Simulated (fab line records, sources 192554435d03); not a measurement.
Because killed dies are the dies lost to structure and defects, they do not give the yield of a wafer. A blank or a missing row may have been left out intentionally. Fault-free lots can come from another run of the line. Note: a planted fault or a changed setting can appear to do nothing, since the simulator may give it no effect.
fab line records | flow n5Finfet
record: lots: 6 wafers: 18 lastDay: 18
route steps=1938 shown BEOL_M7@1289 PASSIVATION@1936
lots that met no fault: from a run of the same line without faults
startH: the number of hours between the record's first day and the start of the first shown wafer of the lot | waitH: hours from the lot's prior step to this one | " the same as in the row above | L1.1+2: a row that stands for several wafers | - either no value or no given start | * or withheld: withheld | < > ~ a bound
route shown NAME@n: a module of which the file shows steps, and the number in the route of the first | usual: mean/standard deviation taken from wafers without a fault | same: alike in all rows | chamber/n: place in a boat | sites: readings site by site | _std_site: the standard deviation of these | _edge_site: mean of outer sites minus mean of inner sites | radiusMm: how far each site lies from the wafer's centre | mask NAME#n: copy n | behind: the tool/chamber that last shaped the wafer | hold: why the lot was held/for how many hours/how that ended | device: transistor that didn't switch, given as n, p or np | end of line: the tests these same wafers got at the end of their route | a step with no rows: only its recipe | killed: the dies lost at the first sort to structure and to defects; this is not the yield of the wafer | map: the dies of a wafer, with x for killed, . for not killed, _ for no die there
set.NAME: setting as actually run; set.NAME@STEP: the setting as run at that earlier step | model.NAME: the simulator's own value behind a step, which no gauge read
lots seen at some steps along the route; tables by step, rows by wafer
services: when a tool's chamber went out of use (startH, in hours from the record's first day, below 0 if earlier), for how many hours, and the reason
== steps ==
step: N5_BEOL_M7_COAT_71
recipe: resist: underlayer tempC: 205 timeS: 60 spinRpm: 1500 resistThkNm: 5
step: N5_BEOL_M7_COAT_22
recipe: resist: CAR-EUV spinRpm: 1500 resistThkNm: 30
step: N5_BEOL_M7_EBR_24
recipe: solvent: PGMEA ebrWidthMm: 1.5
step: N5_BEOL_M7_SOFTBAKE_23
recipe: tempC: 110 timeS: 60 resist: CAR-EUV
step: N5_BEOL_M7_EXPOSE_25
recipe: maskId: V6 na: 0.33 sourceShape: annular sigmaInner: 0.4 sigmaOuter: 0.8 polarization: unpolarized targetCdNm: 40 doseMj: 42.5
step: N5_BEOL_M7_PEB_26
recipe: pebTempC: 100 pebTimeS: 60 resist: CAR-EUV
step: N5_BEOL_M7_DEVELOP_27
recipe: developTimeS: 30 developer: TMAH resist: CAR-EUV rinseLiquid: surfactantRinse dry: airSpin devTempC: 23
step: N5_BEOL_M7_CD_MEAS_28
recipe: targetCdNm: 40 landingEnergyEv: 500 detector: seInlens
usual: cdNm: 39.97/0.24
columns lot.wafer tool chamber startH waitH cdNm
L469.2 cdSem-02 0 190.11 - 40.22
L469.3 " 0 " " 40.19
L469.6 " 0 " " 40.05
L476.1 cdSem-03 0 234.48 - 40.42
L476.5 " 0 " " 39.93
L476.6 " 0 " " 40.25
L486.1 cdSem-03 0 305.16 - 39.64
L486.3 " 0 " " 39.63
L486.4 " 0 " " 39.76
L487.3 cdSem-01 0 307.59 - 40.13
L487.5 " 0 " " 40.40
L487.6 " 0 " " 39.93
L490.1 cdSem-03 0 313.64 - 40.11
L490.2 " 0 " " 39.82
L490.5 " 0 " " 39.98
L492.2 cdSem-03 0 343.58 - 40.22
L492.4 " 0 " " 39.91
L492.6 " 0 " " 40.04
step: N5_BEOL_M7_OVL_MEAS_29
recipe: pointsPerWafer: 522
usual: V6_OVL: 0.1/0.72
columns lot.wafer tool chamber startH waitH V6_OVL[nm]
L469.2 overlay-01 0 190.14 0.0 0.0
L469.3 " 0 " " 0.7
L469.6 " 0 " " -0.4
L476.1 overlay-02 0 234.51 0.0 -1.3
L476.5 " 0 " " -0.4
L476.6 " 0 " " -0.6
L486.1 overlay-02 0 305.19 0.0 0.2
L486.3 " 0 " " -0.5
L486.4 " 0 " " 1.0
L487.3 overlay-02 0 307.62 0.0 -1.1
L487.5 " 0 " " -0.5
L487.6 " 0 " " 0.8
L490.1 overlay-02 0 313.67 0.0 -0.5
L490.2 " 0 " " -0.4
L490.5 " 0 " " -0.2
L492.2 overlay-01 0 343.61 0.0 0.3
L492.4 " 0 " " 0.8
L492.6 " 0 " " -0.7
step: N5_BEOL_M7_INSPECT_30
recipe: mode: adi inspectInstrument: brightfield
usual: rawDefectCount: 365/74
columns lot.wafer tool chamber startH waitH rawDefectCount
L469.2 defectInspect-02 - 190.20 0.0 281
L469.3 " - " " 346
L469.6 " - " " 258
L476.1 defectInspect-01 - 234.56 0.1 309
L476.5 " - " " 434
L476.6 " - " " 353
L486.1 defectInspect-01 - 305.25 0.1 382
L486.3 " - " " 329
L486.4 " - " " 370
L487.3 defectInspect-02 - 307.67 0.0 398
L487.5 " - " " 455
L487.6 " - " " 327
L490.1 defectInspect-01 - 313.73 0.1 347
L490.2 " - " " 437
L490.5 " - " " 335
L492.2 defectInspect-01 - 343.67 0.0 394
L492.4 " - " " 329
L492.6 " - " " 409
step: N5_BEOL_M7_DESCUM_33
recipe: chemistry: O2 timeS: 7 sourcePowerW: 50 biasPowerW: 20 pressureMtorr: 20 rfFrequencyHz: 2.712e+07 tempC: 40 resist: CAR-EUV o2FlowSccm: 225
usual: drypumpMotorCurrentA: 5.8/0.48 oesProductAu: 0.80/0.1 rfVppV: 242.5/1.4 showerheadPlenumPTorr: 2.06/0.065 throttleValvePct: 20.35/0.27
columns lot.wafer tool chamber startH waitH drypumpMotorCurrentA oesProductAu rfHoursCounterH rfVppV showerheadPlenumPTorr throttleValvePct
L469.2 rieDiel-04 0 190.57 0.4 5.6 0.70 204 243.5 2.07 20.75
L469.3 " 1 " " 6.1 0.75 161 245.0 2.18 20.29
L469.6 " 3 " " 5.8 0.73 - 243.1 2.07 20.62
L476.1 rieDiel-02 2 234.81 0.2 5.2 0.93 16 242.4 2.06 19.99
L476.5 " 0 " " 5.7 0.73 - 242.4 2.09 20.64
L476.6 " 3 " " 6.2 0.93 - 242.9 2.13 19.86
L486.1 rieDiel-02 3 305.53 0.3 6.3 0.88 31 243.2 2.12 19.87
L486.3 " 0 " " 5.7 0.71 180 241.9 2.08 20.66
L486.4 " 1 " " 5.7 0.73 171 238.7 1.92 19.99
L487.3 rieDiel-02 1 307.71 0.0 5.7 0.74 172 241.1 1.92 20.00
L487.5 " 1 " " 5.7 0.73 - 239.0 1.92 19.99
L487.6 " 2 " " 5.1 0.89 - 243.3 2.05 20.03
L490.1 rieDiel-03 0 314.26 0.5 6.1 0.72 219 241.0 1.99 20.66
L490.2 " 2 " " 6.2 0.70 209 239.8 1.98 20.41
L490.5 " 0 " " 6.1 0.73 - 242.2 1.99 20.65
L492.2 rieDiel-04 3 343.92 0.3 5.8 0.98 8 242.2 2.06 20.28
L492.4 " 2 " " 5.7 0.85 48 242.6 2.03 20.29
L492.6 " 2 " " 5.7 0.86 - 243.5 2.03 20.28
step: N5_BEOL_M7_ETCH_72
recipe: chemistry: N2/H2 target: underlayer targetDepthA: 65 maskMaterial: CAR-EUV timeS: 5.2 ionEnergyEv: 200 pressureMtorr: 30 sourceW: 840 biasW: 150 n2FlowSccm: 200 h2FlowSccm: 200 ends: cleared
usual: drypumpMotorCurrentA: 5.8/0.48 etchRfOnTimeS: 5.17/0.1 n2FlowSccm: 200.0/0.65 oesProductAu: 0.68/0.088 rfVppV: 522.8/2.8 showerheadPlenumPTorr: 2.50/0.081 throttleValvePct: 17.78/0.27
columns lot.wafer tool chamber startH waitH drypumpMotorCurrentA etchRfOnTimeS n2FlowSccm oesProductAu rfHoursCounterH rfVppV showerheadPlenumPTorr throttleValvePct
L469.2 rieDiel-04 0 190.61 0.0 5.6 5.23 200.4 0.59 204 522.6 2.52 18.15
L469.3 " 1 " " 6.1 5.20 200.3 0.65 161 526.0 2.65 17.77
L469.6 " 3 " " 5.8 5.17 200.9 0.62 - 523.8 2.51 18.10
L476.1 rieDiel-02 2 234.84 0.0 5.1 5.10 200.5 0.79 16 522.8 2.48 17.28
L476.5 " 0 " " 5.7 5.28 199.9 0.62 - 524.1 2.54 18.14
L476.6 " 3 " " 6.3 5.20 199.5 0.78 - 525.8 2.60 17.45
L486.1 rieDiel-02 3 305.56 0.0 6.3 5.11 199.8 0.74 31 525.7 2.60 17.46
L486.3 " 0 " " 5.7 5.28 200.5 0.62 180 523.4 2.53 18.15
L486.4 " 1 " " 5.7 5.05 199.1 0.64 171 517.5 2.33 17.47
L487.3 rieDiel-02 1 307.74 0.0 5.7 5.09 199.5 0.63 172 518.3 2.33 17.44
L487.5 " 1 " " 5.7 5.06 199.7 0.63 - 516.3 2.33 17.47
L487.6 " 2 " " 5.2 5.04 200.4 0.75 - 521.5 2.48 17.32
L490.1 rieDiel-03 0 314.30 0.0 6.1 5.28 199.6 0.62 219 524.3 2.41 17.92
L490.2 " 2 " " 6.2 5.25 199.9 0.60 209 519.5 2.42 18.03
L490.5 " 0 " " 6.1 5.24 199.3 0.62 - 520.8 2.41 17.93
L492.2 rieDiel-04 3 343.96 0.0 5.9 5.08 199.1 0.85 8 522.7 2.49 17.72
L492.4 " 2 " " 5.7 5.16 199.9 0.73 48 521.0 2.47 17.74
L492.6 " 2 " " 5.7 5.14 200.6 0.73 - 524.3 2.47 17.75
step: N5_BEOL_M7_ETCH_65
recipe: chemistry: CF4 target: SiARC targetDepthA: 156 maskMaterial: CAR-EUV timeS: 26 ionEnergyEv: 80 pressureMtorr: 40 sourceW: 545 biasW: 36 Ar_flow_sccm: 100 cf4FlowSccm: 100 ends: cleared
usual: drypumpMotorCurrentA: 5.8/0.48 etchRfOnTimeS: 25.9/0.49 oesProductAu: 0.69/0.087 rfVppV: 183.6/1.1 showerheadPlenumPTorr: 2.11/0.065 throttleValvePct: 15.55/0.28
columns lot.wafer tool chamber startH waitH drypumpMotorCurrentA etchRfOnTimeS oesProductAu rfHoursCounterH rfVppV showerheadPlenumPTorr throttleValvePct
L469.2 rieDiel-04 0 190.63 0.0 5.6 26.0 0.59 204 182.8 2.12 15.95
L469.3 " 1 " " 6.1 26.2 0.64 161 185.4 2.22 15.55
L469.6 " 3 " " 5.8 26.1 0.62 - 183.4 2.12 15.83
L476.1 rieDiel-02 2 234.86 0.0 5.2 25.1 0.79 16 182.8 2.10 15.09
L476.5 " 0 " " 5.7 26.6 0.62 - 183.8 2.14 15.86
L476.6 " 3 " " 6.3 25.7 0.79 - 183.6 2.19 15.07
L486.1 rieDiel-02 3 305.58 0.0 6.2 18.0 0.93 31 184.3 2.18 15.12
L486.3 " 0 " " 5.7 18.3 0.76 180 185.1 2.14 15.87
L486.4 " 1 " " 5.7 25.2 0.64 171 182.2 1.97 15.28
L487.3 rieDiel-02 1 307.76 0.0 5.7 17.8 0.79 172 181.7 1.97 15.31
L487.5 " 1 " " 5.7 25.6 0.63 - 181.6 1.97 15.28
L487.6 " 2 " " 5.2 17.6 0.94 - 182.8 2.09 15.14
L490.1 rieDiel-03 0 314.31 0.0 6.1 26.3 0.62 219 183.5 2.03 15.84
L490.2 " 2 " " 6.2 26.0 0.61 209 183.4 2.04 15.71
L490.5 " 0 " " 6.1 26.1 0.62 - 182.8 2.03 15.84
L492.2 rieDiel-04 3 343.97 0.0 5.8 25.9 0.83 8 186.0 2.10 15.40
L492.4 " 2 " " 5.7 26.0 0.74 48 186.3 2.10 15.55
L492.6 " 2 " " 5.7 26.1 0.74 - 184.4 2.10 15.53
step: N5_BEOL_M7_ETCH_66
recipe: chemistry: N2/H2 target: SOC targetDepthA: 800 overetchA: 160 maskMaterial: SiARC tempC: 40 timeS: 120 ionEnergyEv: 200 pressureMtorr: 30 sourceW: 840 biasW: 150 n2FlowSccm: 200 h2FlowSccm: 200
usual: drypumpMotorCurrentA: 5.8/0.48 n2FlowSccm: 199.9/0.58 oesProductAu: 0.61/0.072 rfVppV: 522.6/2.4 showerheadPlenumPTorr: 2.50/0.081 throttleValvePct: 17.74/0.27
columns lot.wafer tool chamber startH waitH drypumpMotorCurrentA n2FlowSccm oesProductAu rfHoursCounterH rfVppV showerheadPlenumPTorr throttleValvePct
L469.2 rieDiel-04 0 190.65 0.0 5.6 199.2 0.54 204 523.8 2.52 18.08
L469.3 " 1 " " 6.1 199.8 0.58 161 525.4 2.65 17.76
L469.6 " 3 " " 5.8 200.0 0.55 - 522.7 2.51 18.04
L476.1 rieDiel-02 2 234.88 0.0 5.2 199.4 0.69 16 522.6 2.48 17.22
L476.5 " 0 " " 5.7 200.9 0.56 - 522.8 2.54 18.09
L476.6 " 3 " " 6.3 200.3 0.71 - 524.9 2.60 17.38
L486.1 rieDiel-02 3 305.61 0.0 6.2 200.1 0.67 31 526.1 2.60 17.42
L486.3 " 0 " " 5.7 200.2 0.55 180 523.2 2.53 18.12
L486.4 " 1 " " 5.7 199.1 0.57 171 518.8 2.33 17.43
L487.3 rieDiel-02 1 307.78 0.0 5.7 200.0 0.56 172 518.7 2.33 17.43
L487.5 " 1 " " 5.7 200.7 0.56 - 517.9 2.33 17.43
L487.6 " 2 " " 5.2 200.0 0.66 - 521.8 2.47 17.27
L490.1 rieDiel-03 0 314.34 0.0 6.1 200.0 0.56 219 520.3 2.41 17.90
L490.2 " 2 " " 6.2 200.2 0.54 209 520.5 2.42 17.98
L490.5 " 0 " " 6.1 200.4 0.56 - 520.2 2.41 17.91
L492.2 rieDiel-04 3 344.00 0.0 5.8 200.0 0.74 8 523.7 2.49 17.67
L492.4 " 2 " " 5.7 201.0 0.66 49 522.5 2.47 17.70
L492.6 " 2 " " 5.7 200.1 0.66 - 521.2 2.47 17.72
step: N5_PASSIVATION_PROBE_49
usual: defectLimitedYield: 91.5/1.3 killed_at_M0_to_M3: 33/11 killed_at_M4_up: 14/5.3 killedAtContacts: 11/6.3 killedAtFrontEnd: 38/10 killedAtOther: 3.7/2.8 killedDies: 101/16 killedOpen: 67/12 killedShort: 32/7.4 sort_bin_5_function: 5.0/0.86 sort_bin_6_memory: 3.2/0.69 sortNPass: 1079/16 sortYieldPct: 91.5/1.3
same: grossDies: 1180 killedAtBackSide: 0 sort_bin_4_leakage[%]: 0 sort_bin_8_speed[%]: 0
columns lot.wafer tool chamber startH waitH defectLimitedYield[%] killed_at_M0_to_M3 killed_at_M4_up killedAtContacts killedAtFrontEnd killedAtOther killedDies killedOpen killedShort sort_bin_5_function[%] sort_bin_6_memory[%] sortNPass sortYieldPct[%]
L476.1 prober-02 - 306.15 0.0 92.8 12 26 7 38 2 85 57 27 4.4 2.4 1095 92.8
L476.5 prober-02 - 306.35 0.2 89.9 34 21 15 48 1 119 80 37 5.8 4.0 1061 89.9
L476.6 prober-02 - 306.40 0.3 90.0 22 26 8 62 0 118 74 40 5.7 3.8 1062 90.0
L490.1 prober-02 - 390.04 0.0 89.7 56 25 15 24 1 121 87 30 6.0 4.0 1059 89.7
L490.2 prober-02 - 390.09 0.1 91.0 28 16 22 36 4 106 60 43 5.2 3.5 1074 91.0
L490.5 prober-02 - 390.24 0.2 90.1 44 22 9 38 4 117 77 39 6.3 3.2 1063 90.1
killed by level:class
L476.1 BEOL_M4:geometricParticle:open=16 FIN_SAQP:geometricParticle:short=9 MOL_CONTACT_COAG:geometricParticle:open=7 FIN_SAQP:geometricParticle:open=6 DUMMY_GATE:geometricParticle:open=6 BEOL_M2:geometricParticle:open=5 BEOL_M4:geometricParticle:short=3 STARTING-WAFER:geometricParticle:short=3
L476.5 MOL_CONTACT_COAG:geometricParticle:open=13 FIN_SAQP:geometricParticle:open=9 GATE_CUT:geometricParticle:short=9 DUMMY_GATE:geometricParticle:open=8 BEOL_M2:geometricParticle:open=8 FIN_SAQP:geometricParticle:short=7 BEOL_M5:geometricParticle:open=7 BEOL_M1:geometricParticle:open=7
L476.6 FIN_SAQP:geometricParticle:open=18 BEOL_M4:geometricParticle:open=16 FIN_SAQP:geometricParticle:short=11 GATE_CUT:geometricParticle:short=10 BEOL_M0:geometricParticle:open=6 BEOL_M3:geometricParticle:open=6 STI_FIN_REVEAL:geometricParticle:open=6 MOL_CONTACT_COAG:geometricParticle:open=6
L490.1 BEOL_M3:geometricParticle:open=13 MOL_CONTACT_COAG:geometricParticle:open=12 BEOL_M0_SAQP:geometricParticle:short=12 BEOL_M2:geometricParticle:open=11 BEOL_M4:geometricParticle:open=10 BEOL_M0_SAQP:geometricParticle:open=9 FIN_SAQP:geometricParticle:short=6 STI_FIN_REVEAL:geometricParticle:open=6
L490.2 MOL_CONTACT_COAG:geometricParticle:open=14 BEOL_M0_SAQP:geometricParticle:short=10 FIN_SAQP:geometricParticle:open=8 MOL_CONTACT_COAG:geometricParticle:short=8 BEOL_M4:geometricParticle:open=8 BEOL_M0_SAQP:geometricParticle:open=7 STI_FIN_REVEAL:geometricParticle:open=6 FIN_SAQP:geometricParticle:short=5
L490.5 BEOL_M0_SAQP:geometricParticle:short=17 BEOL_M0_SAQP:geometricParticle:open=14 BEOL_M4:geometricParticle:open=14 FIN_SAQP:geometricParticle:open=10 FIN_SAQP:geometricParticle:short=10 MOL_CONTACT_COAG:geometricParticle:open=8 BEOL_M3:geometricParticle:open=5 STI_FIN_REVEAL:geometricParticle:open=4
== services ==
columns tool chamber startH hours kind
rieDiel-03 1 170.57 - clean
rieDiel-03 1 170.57 - consumableReplace:focusRing
rieDiel-03 1 170.57 23.4 scheduledDown
rieDiel-03 1 170.57 23.4 ventCycle
rieDiel-02 3 178.06 - clean
rieDiel-02 3 178.06 - consumableReplace:focusRing
rieDiel-02 3 178.06 12.3 scheduledDown
rieDiel-02 3 178.06 12.3 ventCycle
rieDiel-04 2 185.70 - clean
rieDiel-04 2 185.70 - consumableReplace:focusRing
rieDiel-04 2 185.70 13.5 scheduledDown
rieDiel-04 2 185.70 13.5 ventCycle
rieDiel-04 2 250.08 2.5 repair
rieDiel-04 3 257.50 8.1 repair
rieDiel-02 - 270.26 14.6 pm
rieDiel-02 - 289.47 0.3 repair
rieDiel-04 3 298.96 - clean
rieDiel-04 3 298.96 - consumableReplace:focusRing
rieDiel-04 3 298.96 20.0 scheduledDown
rieDiel-04 3 298.96 20.0 ventCycle
rieDiel-04 0 318.99 - clean
rieDiel-04 0 318.99 - consumableReplace:focusRing
rieDiel-04 0 318.99 15.8 scheduledDown
rieDiel-04 0 318.99 15.8 ventCycle
== key ==
firstSign: step: N5_BEOL_M7_ETCH_65 reading: etchRfOnTimeS direction: down sigmas: 16 usual: * struck: *
effect: step: N5_BEOL_M7_ETCH_65 reading: oesProductAu direction: up sigmas: 1.9 usual: 0.69 struck: 0.86 wafersMoved: 2
metAt N5_BEOL_M7_ETCH_65
struckWafers L486.1,L486.3,L487.3,L487.6
onsetBetween 234.86 305.58
fault: kind: processParameterDrift tool: rieDiel-02 chamber: - onsetH: 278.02 steps: N5_BEOL_M7_ETCH_65 channel: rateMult offset: 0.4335 shape: step endH: 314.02 scope: struckWafersOnly
